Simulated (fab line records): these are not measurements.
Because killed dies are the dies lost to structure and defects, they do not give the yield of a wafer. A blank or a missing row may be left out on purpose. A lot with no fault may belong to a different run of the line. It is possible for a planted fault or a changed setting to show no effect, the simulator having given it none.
Which of the tools did it? | flow nand harc | 36 wafers from 12 lots sampled at 5 of the route's 1302 steps

== WHAT THE GAUGES SHOWED, per wafer ==
NHARC_A_SIN_REMOVE_INSPECT_04. Usual: 414 for raw defect count, sd 100.
lot  | measured     | on                | raw defect count | flag
L374 | day 20 02:40 | defect inspect-02 | 391 379 422      |
L376 | day 20 13:02 | defect inspect-02 | 406 438 341      |
L378 | day 21 06:54 | defect inspect-01 | 391 371 492      |
L377 | day 21 08:42 | defect inspect-01 | 450 376 337      |
L383 | day 24 00:46 | defect inspect-02 | 417 338 406      |
L384 | day 24 12:13 | defect inspect-01 | 516 470 395      |
L386 | day 25 17:26 | defect inspect-02 | 466 494 517      |
L389 | day 26 10:02 | defect inspect-02 | 310 271 247      |
L393 | day 28 11:14 | defect inspect-01 | 355 587 406      |
L394 | day 29 09:47 | defect inspect-01 | 331 448 335      |
L397 | day 29 13:38 | defect inspect-01 | 399 352 390      |
L396 | day 29 13:38 | defect inspect-01 | 357 290 282      |

NHARC_END_SORT_01. Usual: killed at array 52, standard deviation 18; killed at other 1.2, standard deviation 1.5; killed at periphery 4, standard deviation 3.2; killed dies 57, standard deviation 17; killed open 3.1, standard deviation 1.9; killed short 2.5, standard deviation 1.7.
lot  | measured     | on        | killed at array | killed at other | killed at periphery | killed dies | killed open | killed short | flag
L378 | day 26 16:17 | prober-01 | 68 67 67        | 1 2 1           | 0 3 4               | 69 72 72    | 4 3 5       | 0 1 3        |
L383 | day 29 13:37 | prober-02 | 96 72 60        | 1 2 1           | 1 2 2               | 98 76 63    | 0 2 1       | 0 1 2        |
L386 | day 30 21:56 | prober-02 | 65 70 68        | 0 0 0           | 3 5 2               | 68 75 70    | 2 0 7       | 1 2 3        |

== EACH LOT AND THE TOOL THAT RAN IT (in order: tool; ch and the chambers of the sampled wafers; start) ==
lot  | NHARC_A_SLIT_ETCH_24               | NHARC_A_SLIT_ETCH_17             | NHARC_A_WL_FILL_CVD_23
L374 | rie diel-07 ch 2,3, day 19 13:34   | har etch-02 ch 0,1, day 19 15:40 | lpcvd poly-03 ch 0, day 20 17:13
L376 | rie diel-07 ch 2,3, day 19 23:44   | har etch-01 ch 0,1, day 20 02:05 | lpcvd poly-01 ch 0, day 21 04:58
L378 | rie diel-02 ch 0,1,3, day 20 18:07 | har etch-01 ch 0,1, day 20 19:18 | lpcvd poly-03 ch 0, day 23 04:41
L377 | rie diel-01 ch 0,2,3, day 20 18:45 | har etch-02 ch 0,1, day 20 22:12 | lpcvd poly-03 ch 0, day 21 22:41
L383 | rie diel-02 ch 0,1,2, day 23 11:58 | har etch-01 ch 0,1, day 23 13:44 | lpcvd poly-02 ch 0, day 26 02:07
L384 | rie diel-02 ch 0,3, day 23 23:23   | har etch-02 ch 0,1, day 24 01:46 | lpcvd poly-03 ch 0, day 25 02:28
L386 | rie diel-01 ch 0,1,3, day 25 01:52 | har etch-01 ch 1, day 25 06:40   | lpcvd poly-01 ch 0, day 27 13:30
L389 | rie diel-07 ch 1,2,3, day 25 16:34 | har etch-02 ch 0,1, day 25 23:15 | lpcvd poly-03 ch 0, day 26 22:49
L393 | rie diel-01 ch 0,1,2, day 27 22:22 | har etch-01 ch 0,1, day 28 00:46 | lpcvd poly-03 ch 0, day 29 02:56
L394 | rie diel-01 ch 2,3, day 28 20:58   | har etch-01 ch 0,1, day 28 22:07 | lpcvd poly-02 ch 0, day 30 04:49
L397 | rie diel-02 ch 1,2,3, day 29 00:44 | har etch-01 ch 0,1, day 29 03:09 | lpcvd poly-02 ch 0, day 30 04:49
L396 | rie diel-07 ch 0,2,3, day 29 01:41 | har etch-02 ch 0,1, day 29 03:41 | lpcvd poly-02 ch 0, day 30 04:49
- NHARC_A_SLIT_ETCH_24: etches the open film in CF4/CHF3, target depth 121 nm, time 60.5 s.
- NHARC_A_SLIT_ETCH_17: etches the open film in C4F8/O2/Ar, time 4254.5 s, target depth 20300 nm.
- NHARC_A_WL_FILL_CVD_23: deposits poly-Si, target thk 40 nm, time 800 s.

== WHAT THE TOOLS THEMSELVES READ (means of the sampled wafers that have a number; where no wafer has one, the mark that the record gives instead) ==
NHARC_A_SLIT_ETCH_24. Usual: bias w 200.0 W, standard deviation 0.64; drypump motor current A 5.7 A, standard deviation 0.39; oes product au 0.961 a.u., standard deviation 0.018; rf vpp V 369.7 V, standard deviation 2.2; showerhead plenum p Torr 1.55 Torr, standard deviation 0.056; throttle valve pct 16.803 %, standard deviation 0.0098.
lot  | tool        | bias w (W) | drypump motor current A (A) | oes product au (a.u.) | rf vpp V (V) | showerhead plenum p Torr (Torr) | throttle valve pct (%) | flag
L374 | rie diel-07 | 200.5      | 6.3                         | 0.981                 | 369.5        | 1.54                            | 16.805                 |
L376 | rie diel-07 | 200.5      | 6.1                         | 0.968                 | 370.7        | 1.57                            | 16.796                 |
L378 | rie diel-02 | 200.1      | 5.9                         | 0.987                 | 368.2        | 1.50                            | 16.804                 |
L377 | rie diel-01 | 199.8      | 5.6                         | 0.970                 | 370.5        | 1.56                            | 16.806                 |
L383 | rie diel-02 | 200.3      | 5.9                         | 0.970                 | 367.8        | 1.50                            | 16.799                 |
L384 | rie diel-02 | 200.7      | 5.9                         | 0.927                 | 368.7        | 1.51                            | 16.809                 |
L386 | rie diel-01 | 200.5      | 5.7                         | 0.970                 | 369.2        | 1.54                            | 16.817                 |
L389 | rie diel-07 | 200.0      | 6.0                         | 0.968                 | 369.8        | 1.54                            | 16.799                 |
L393 | rie diel-01 | 200.0      | 5.5                         | 0.944                 | 369.8        | 1.55                            | 16.802                 |
L394 | rie diel-01 | 200.1      | 5.4                         | 0.945                 | 370.4        | 1.56                            | 16.794                 |
L397 | rie diel-02 | 200.2      | 6.0                         | 0.967                 | 367.7        | 1.49                            | 16.793                 |
L396 | rie diel-07 | 200.0      | 5.8                         | 0.965                 | 371.1        | 1.60                            | 16.808                 |

NHARC_A_SLIT_ETCH_17. Usual: drypump motor current A 5.9 A, standard deviation 0.62; showerhead plenum p Torr 3.68 Torr, standard deviation 0.11; throttle valve pct 32.046 %, standard deviation 0.0089.
lot  | tool        | drypump motor current A (A) | showerhead plenum p Torr (Torr) | throttle valve pct (%) | flag
L374 | har etch-02 | 6.3                         | 3.81                            | 32.053                 |
L376 | har etch-01 | 5.3                         | 3.65                            | 32.042                 |
L378 | har etch-01 | 5.4                         | 3.65                            | 32.046                 |
L377 | har etch-02 | 6.5                         | 3.72                            | 32.047                 |
L383 | har etch-01 | 5.4                         | 3.63                            | 32.047                 |
L384 | har etch-02 | 6.5                         | 3.70                            | 32.048                 |
L386 | har etch-01 | 5.0                         | 3.62                            | 32.042                 |
L389 | har etch-02 | 6.3                         | 3.76                            | 32.042                 |
L393 | har etch-01 | 5.7                         | 3.61                            | 32.040                 |
L394 | har etch-01 | 5.7                         | 3.60                            | 32.039                 |
L397 | har etch-01 | 5.7                         | 3.60                            | 32.049                 |
L396 | har etch-02 | 6.5                         | 3.65                            | 32.042                 |

NHARC_A_WL_FILL_CVD_23. Usual: 637 C for spike tc bottom C, sd 3.8.
lot  | tool          | spike tc bottom C (C) | flag
L374 | lpcvd poly-03 | 635                   |
L376 | lpcvd poly-01 | 643                   |
L378 | lpcvd poly-03 | 634                   |
L377 | lpcvd poly-03 | 634                   |
L383 | lpcvd poly-02 | 641                   |
L384 | lpcvd poly-03 | 634                   |
L386 | lpcvd poly-01 | 643                   |
L389 | lpcvd poly-03 | 634                   |
L393 | lpcvd poly-03 | 634                   |
L394 | lpcvd poly-02 | 641                   |
L397 | lpcvd poly-02 | 640                   |
L396 | lpcvd poly-02 | 641                   |

== THE ANSWER, worked out from the rows above alone ==
Rule: lot off if the mean of its wafers having a number is beyond 3 standard deviations from the usual mean. Also off: a lot with no number at a reading for which 4 or more lots have one. Any other lot the step has rows for is counted as sound. Order of review: gauges by route order, followed by the tools' own readings, for which a lot's mean as printed above is used. The first step at which some lot is off is used, and at that step the reading that is off furthest; a lot without a number counts as furthest.
No lot is off at any reading shown: from this, nothing can be told.

== WHAT HAD BEEN PUT IN BY THE SIMULATOR ==
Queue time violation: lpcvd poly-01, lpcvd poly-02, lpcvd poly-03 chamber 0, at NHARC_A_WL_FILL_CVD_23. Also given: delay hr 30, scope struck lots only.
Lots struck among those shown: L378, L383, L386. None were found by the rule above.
